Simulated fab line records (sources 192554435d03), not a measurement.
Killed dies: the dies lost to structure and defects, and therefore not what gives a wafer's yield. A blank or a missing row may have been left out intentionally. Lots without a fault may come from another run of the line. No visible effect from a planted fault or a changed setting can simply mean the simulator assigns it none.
Split-lot study + flow n5 finfet + 21 wafers read from 7 lots, route of 1938 steps

== THE SPLIT ==
At N5_BEOL_M8_ETCH_66 (etches SOC in N2/H2, target depth 80 nm, overetch 16 nm, time 120 s), the setting source w was moved away from the recipe's 840 W on 4 of the 21 wafers read, by +12.1% to +14.5%. The other wafers ran this setting at the recipe's value.

Reading taken at the split's own step.

== THE READING ==
rf vpp V, in V, at N5_BEOL_M8_ETCH_66 (etches SOC in N2/H2, target depth 80 nm, overetch 16 nm, time 120 s). On this fab line, fault-free wafers typically give 524.5 V with a standard deviation of 2.3 V.

| wafer  | tool, chamber at the split | source w as run, W | against the recipe | rf vpp V, V | against lot-mates on the recipe |
|--------|----------------------------|--------------------|--------------------|-------------|---------------------------------|
| L076.3 | rie diel-02, 2             | 840                | recipe             | 526.1       | -                               |
| L076.4 | rie diel-02, 2             | 941.3              | +12.1%             | 509.7       | -14.0                           |
| L076.6 | rie diel-02, 3             | 840                | recipe             | 521.2       | -                               |
| L079.1 | rie diel-05, 2             | 962                | +14.5%             | 498.9       | -27.9                           |
| L079.2 | rie diel-05, 3             | 840                | recipe             | 525.8       | -                               |
| L079.5 | rie diel-05, 0             | 840                | recipe             | 527.7       | -                               |
| L078.1 | rie diel-03, 0             | 840                | recipe             | 524.2       | -                               |
| L078.2 | rie diel-03, 3             | 840                | recipe             | 526.3       | -                               |
| L078.5 | rie diel-03, 3             | 840                | recipe             | 525.6       | -                               |
| L081.1 | rie diel-03, 1             | 960.2              | +14.3%             | 502.3       | -21.3                           |
| L081.2 | rie diel-03, 3             | 960.2              | +14.3%             | 503.3       | -20.3                           |
| L081.4 | rie diel-03, 0             | 840                | recipe             | 523.6       | -                               |
| L084.2 | rie diel-03, 2             | 840                | recipe             | 525.7       | -                               |
| L084.3 | rie diel-03, 0             | 840                | recipe             | 523.7       | -                               |
| L084.5 | rie diel-03, 3             | 840                | recipe             | 524.8       | -                               |
| L082.2 | rie diel-05, 1             | 840                | recipe             | 520.8       | -                               |
| L082.3 | rie diel-05, 2             | 840                | recipe             | 521.4       | -                               |
| L082.5 | rie diel-05, 2             | 840                | recipe             | 523.0       | -                               |
| L095.2 | rie diel-05, 2             | 840                | recipe             | 522.1       | -                               |
| L095.3 | rie diel-05, 1             | 840                | recipe             | 522.3       | -                               |
| L095.5 | rie diel-05, 3             | 840                | recipe             | 525.2       | -                               |

FIT RESULTS
A straight line over all 21 wafers: rf vpp V changes by -1.5 V for each +1% of source w; r = -0.97; the points scatter about the line by 2.2 V.
The same after taking each lot's own level away (the mean of its wafers on the recipe; 21 wafers): -1.53 V for each +1%; r = -0.97; scatter 2.1 V.
That fit puts the effect of the largest move of source w on the reading at 22 V.
Measured against the standard deviation above, the lots' own levels, which go from 521.73 to 526.75 V, span 2.2 times it.
So the lot-to-lot level changes the slope little: the two slopes agree.
Check: with one of the wafers moved furthest among these (+14.5%) left out of the fit, the line predicts -20 V for it against its lot-mates. It came out at -27.9 V against them.
Tool readings at the split's step, against how far the setting was moved: rf vpp V r = -0.97.

== OTHER SPLITS APPLIED TO THESE WAFERS ==
These wafers also went through other splits before the reading. Each is held against what the fit with the lots' levels taken away leaves over:
| other split on the same wafers | wafers away from the commonest value | r with rf vpp V (lot level and that fit taken away) |
|--------------------------------|--------------------------------------|-----------------------------------------------------|
| N5_BEOL_M8_ILD_DEP_00 time s   | 5                                    | +0.00                                               |
| N5_BEOL_M8_DESCUM_33 time s    | 7                                    | -0.36                                               |

== THE FILE'S OWN FIT ==
rf vpp V changes by -1.55 V for each +1% of source w, r = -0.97.
